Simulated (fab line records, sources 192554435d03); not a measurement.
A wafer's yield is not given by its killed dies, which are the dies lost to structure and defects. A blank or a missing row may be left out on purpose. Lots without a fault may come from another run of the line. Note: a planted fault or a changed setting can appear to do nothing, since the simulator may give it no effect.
Matching of chambers ; flow n5Finfet ; N5_BEOL_M6_ETCH_65 on rieDiel-05 has 4 sister chambers
The step etches SiARC in CF4, target depth 15.6 nm, time 26 s. 16 wafers are shown with their chamber, then 8 later ones without.

## WAFERS WITH THEIR CHAMBER
wafer;chamber;drypumpMotorCurrentA (A);etchRfOnTimeS (s);throttleValvePct (%)
L074.1;1;5.5;27.5;15.86
L074.2;3;6.1;26.0;15.67
L074.3;0;6.1;25.8;15.60
L079.2;0;6.1;25.8;15.62
L079.3;1;5.5;27.7;15.89
L079.6;2;6.1;26.7;15.81
L081.2;2;6.1;26.8;15.84
L081.5;3;6.1;25.9;15.68
L081.6;2;6.2;26.8;15.82
L084.4;2;6.1;26.4;15.84
L084.5;3;6.1;25.6;15.69
L084.6;2;6.1;26.4;15.85
L089.1;0;6.1;25.3;15.16
L089.5;2;6.1;26.5;15.88
L089.6;3;6.1;26.1;15.73
L090.1;0;6.1;25.1;15.20

SIGNATURES (averages over the wafers above)
reading;chamber 0;chamber 1;chamber 2;chamber 3;scatter within a chamber
drypumpMotorCurrentA;6.100;5.500;6.117;6.100;0.0264
etchRfOnTimeS;25.500;27.600;26.600;25.900;0.245
throttleValvePct;15.3950;15.8750;15.8400;15.6925;0.126
Rule: a wafer lies at a distance from a chamber equal to the root of the sum of squares, over the readings, of (its reading less the chamber's mean, divided by the reading's scatter). If the next closest chamber is less than 2 further off than the closest, the wafer can't be placed; otherwise it belongs to the closest. The scatter: the root of (the sum of the squares of (reading less its chamber's mean) over the shown wafers, divided by (wafers less chambers)).

## WAFERS WHOSE CHAMBER IS MISSING
wafer;drypumpMotorCurrentA (A);etchRfOnTimeS (s);throttleValvePct (%)
L090.2;5.5;25.8;15.42
L090.5;5.5;26.0;15.41
L096.2;5.5;25.9;15.44
L096.5;6.1;24.9;15.21
L096.6;6.1;25.0;15.28
L095.2;6.1;25.3;15.23
L095.3;5.5;25.9;15.45
L095.6;6.1;25.2;15.23

## EACH ONE'S CHAMBER
wafer;from the rows above;in truth
L090.2;1;1
L090.5;1;1
L096.2;1;1
L096.5;0;0
L096.6;0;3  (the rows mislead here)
L095.2;0;0
L095.3;1;1
L095.6;0;0
7 of 8 placed correctly. Can't be placed from these rows: 0. Placed wrongly: 1.
